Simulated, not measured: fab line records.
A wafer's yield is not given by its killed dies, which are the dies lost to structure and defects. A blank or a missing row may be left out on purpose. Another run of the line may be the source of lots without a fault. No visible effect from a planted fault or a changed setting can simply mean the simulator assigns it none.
Check for tools in common || flow n5-finfet || 9 lots and 27 wafers in the sample

## WHY THIS WAS OPENED
N5_BEOL_M3_THK_MEAS_01, reading M3_ILD_THK: flagged on 2 of 9 lots. Fault-free wafers read 78.8 nm, with a standard deviation of 1.1.
Rule: a lot is flagged when every wafer of it that has a number lies more than 4 standard deviations from that mean, or none has a number. As for the other lots, they are considered sound.

{"lot": "L449", "measured": "day 7 05:31", "on": "film-metro-02", "M3_ILD_THK (nm), wafer by wafer": "78.9 80.5 78.9", "flag": ""}
{"lot": "L451", "measured": "day 7 18:55", "on": "film-metro-01", "M3_ILD_THK (nm), wafer by wafer": "76.9 78.3 79.2", "flag": ""}
{"lot": "L453", "measured": "day 8 13:37", "on": "film-metro-02", "M3_ILD_THK (nm), wafer by wafer": "80.5 79.1 80.5", "flag": ""}
{"lot": "L456", "measured": "day 8 23:22", "on": "film-metro-01", "M3_ILD_THK (nm), wafer by wafer": "70.0 71.2 71.3", "flag": "FLAGGED"}
{"lot": "L462", "measured": "day 10 20:04", "on": "film-metro-01", "M3_ILD_THK (nm), wafer by wafer": "69.3 69.9 71.0", "flag": "FLAGGED"}
{"lot": "L464", "measured": "day 11 04:38", "on": "film-metro-01", "M3_ILD_THK (nm), wafer by wafer": "78.0 79.1 80.2", "flag": ""}
{"lot": "L466", "measured": "day 11 20:05", "on": "film-metro-01", "M3_ILD_THK (nm), wafer by wafer": "77.8 78.4 78.7", "flag": ""}
{"lot": "L469", "measured": "day 13 05:54", "on": "film-metro-01", "M3_ILD_THK (nm), wafer by wafer": "78.7 80.3 80.3", "flag": ""}
{"lot": "L470", "measured": "day 13 07:47", "on": "film-metro-01", "M3_ILD_THK (nm), wafer by wafer": "78.2 78.9 79.7", "flag": ""}
The mean of the flagged lots' numbers is 70.5 nm, -8.3 nm from the usual (-8 standard deviations).

## EACH LOT AND THE TOOL IT RAN ON
Before the reading, the record contains 3 process steps out of a 1938-step route. Every cell lists first the tool, next ch and the chambers used by the sampled wafers, and last the start.
{"lot": "L449", "flag": "", "N5_BEOL_M2_ANNEAL_87": "pvd-sputter-02, day 7 03:02", "N5_BEOL_M2_ANNEAL_51": "rtp-anneal-01 ch 0, day 7 04:16", "N5_BEOL_M3_ILD_DEP_00": "pecvd-01 ch 0,1,2, day 7 05:28"}
{"lot": "L451", "flag": "", "N5_BEOL_M2_ANNEAL_87": "pvd-sputter-02, day 7 16:39", "N5_BEOL_M2_ANNEAL_51": "rtp-anneal-02 ch 0, day 7 17:56", "N5_BEOL_M3_ILD_DEP_00": "pecvd-02 ch 0,2, day 7 18:52"}
{"lot": "L453", "flag": "", "N5_BEOL_M2_ANNEAL_87": "pvd-sputter-03, day 8 11:22", "N5_BEOL_M2_ANNEAL_51": "rtp-anneal-01 ch 0, day 8 12:38", "N5_BEOL_M3_ILD_DEP_00": "pecvd-01 ch 1,2, day 8 13:34"}
{"lot": "L456", "flag": "FLAGGED", "N5_BEOL_M2_ANNEAL_87": "pvd-sputter-01, day 8 21:02", "N5_BEOL_M2_ANNEAL_51": "rtp-anneal-02 ch 0, day 8 22:17", "N5_BEOL_M3_ILD_DEP_00": "pecvd-01 ch 0,1, day 8 23:17"}
{"lot": "L462", "flag": "FLAGGED", "N5_BEOL_M2_ANNEAL_87": "pvd-sputter-02, day 10 17:52", "N5_BEOL_M2_ANNEAL_51": "rtp-anneal-02 ch 0, day 10 19:05", "N5_BEOL_M3_ILD_DEP_00": "pecvd-01 ch 0,2, day 10 20:00"}
{"lot": "L464", "flag": "", "N5_BEOL_M2_ANNEAL_87": "pvd-sputter-01, day 11 02:22", "N5_BEOL_M2_ANNEAL_51": "rtp-anneal-02 ch 0, day 11 03:37", "N5_BEOL_M3_ILD_DEP_00": "pecvd-03 ch 0,1,2, day 11 04:34"}
{"lot": "L466", "flag": "", "N5_BEOL_M2_ANNEAL_87": "pvd-sputter-03, day 11 17:53", "N5_BEOL_M2_ANNEAL_51": "rtp-anneal-02 ch 0, day 11 19:06", "N5_BEOL_M3_ILD_DEP_00": "pecvd-03 ch 1,2, day 11 20:01"}
{"lot": "L469", "flag": "", "N5_BEOL_M2_ANNEAL_87": "pvd-sputter-01, day 13 03:22", "N5_BEOL_M2_ANNEAL_51": "rtp-anneal-01 ch 0, day 13 04:54", "N5_BEOL_M3_ILD_DEP_00": "pecvd-03 ch 0,1,2, day 13 05:50"}
{"lot": "L470", "flag": "", "N5_BEOL_M2_ANNEAL_87": "pvd-sputter-02, day 13 05:35", "N5_BEOL_M2_ANNEAL_51": "rtp-anneal-01 ch 0, day 13 06:49", "N5_BEOL_M3_ILD_DEP_00": "pecvd-03 ch 0,1, day 13 07:44"}
What these steps do:
- N5_BEOL_M2_ANNEAL_87: time 240 s.
- N5_BEOL_M2_ANNEAL_51: time 90 s.
- N5_BEOL_M3_ILD_DEP_00: deposits SiOC from DEMS/O2, target thk 79 nm, time 15.3 s.
- N5_BEOL_M3_THK_MEAS_01

## FLAGGED AGAINST TOTAL, ONE TOOL AT A TIME (gauges that did the reading follow at the end)
{"step": "N5_BEOL_M2_ANNEAL_87", "tool": "pvd-sputter-01", "lots run": 3, "flagged": 1, "share of the flagged lots": "some", "sound lots run after its first flagged lot": "2 (L464,L469)"}
{"step": "N5_BEOL_M2_ANNEAL_87", "tool": "pvd-sputter-02", "lots run": 4, "flagged": 1, "share of the flagged lots": "some", "sound lots run after its first flagged lot": "1 (L470)"}
{"step": "N5_BEOL_M2_ANNEAL_87", "tool": "pvd-sputter-03", "lots run": 2, "flagged": 0, "share of the flagged lots": "none", "sound lots run after its first flagged lot": "-"}
{"step": "N5_BEOL_M2_ANNEAL_51", "tool": "rtp-anneal-01", "lots run": 4, "flagged": 0, "share of the flagged lots": "none", "sound lots run after its first flagged lot": "-"}
{"step": "N5_BEOL_M2_ANNEAL_51", "tool": "rtp-anneal-02", "lots run": 5, "flagged": 2, "share of the flagged lots": "all", "sound lots run after its first flagged lot": "2 (L464,L466)"}
{"step": "N5_BEOL_M3_ILD_DEP_00", "tool": "pecvd-01", "lots run": 4, "flagged": 2, "share of the flagged lots": "all", "sound lots run after its first flagged lot": 0}
{"step": "N5_BEOL_M3_ILD_DEP_00", "tool": "pecvd-02", "lots run": 1, "flagged": 0, "share of the flagged lots": "none", "sound lots run after its first flagged lot": "-"}
{"step": "N5_BEOL_M3_ILD_DEP_00", "tool": "pecvd-03", "lots run": 4, "flagged": 0, "share of the flagged lots": "none", "sound lots run after its first flagged lot": "-"}
{"step": "N5_BEOL_M3_THK_MEAS_01", "tool": "film-metro-01", "lots run": 7, "flagged": 2, "share of the flagged lots": "all", "sound lots run after its first flagged lot": "4 (L464,L466,L469,L470)"}
{"step": "N5_BEOL_M3_THK_MEAS_01", "tool": "film-metro-02", "lots run": 2, "flagged": 0, "share of the flagged lots": "none", "sound lots run after its first flagged lot": "-"}

## WHAT THE TABLE ALLOWS
Rows of the table that ran every flagged lot, 3 in all: rtp-anneal-02 at N5_BEOL_M2_ANNEAL_51, pecvd-01 at N5_BEOL_M3_ILD_DEP_00, film-metro-01 at N5_BEOL_M3_THK_MEAS_01.
- rtp-anneal-02 at N5_BEOL_M2_ANNEAL_51: 2 of its 5 lots flagged. Lots that were sound ran on it after the first flagged one (L464, L466); a persistent fault on the entire tool would not allow that.
- pecvd-01 at N5_BEOL_M3_ILD_DEP_00: 2 of its 4 lots flagged. It ran its last sound lot, L453, at day 8 13:34 and its first flagged lot, L456, at day 8 23:17: a fault with its onset between the two fits.
- film-metro-01 at N5_BEOL_M3_THK_MEAS_01: 2 of its 7 lots flagged. Lots that were sound ran on it after the first flagged one (L464, L466, L469, L470); a persistent fault on the entire tool would not allow that.
What remains is a single tool, pecvd-01 at N5_BEOL_M3_ILD_DEP_00.

## WHAT HAD BEEN PUT IN BY THE SIMULATOR
Site profile drift: pecvd-01, from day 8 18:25 on, at N5_BEOL_M3_ILD_DEP_00. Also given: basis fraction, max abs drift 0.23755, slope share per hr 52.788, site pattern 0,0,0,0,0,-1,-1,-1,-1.
Shown lots that were struck: L456, L462. The rule above reached the same finding.
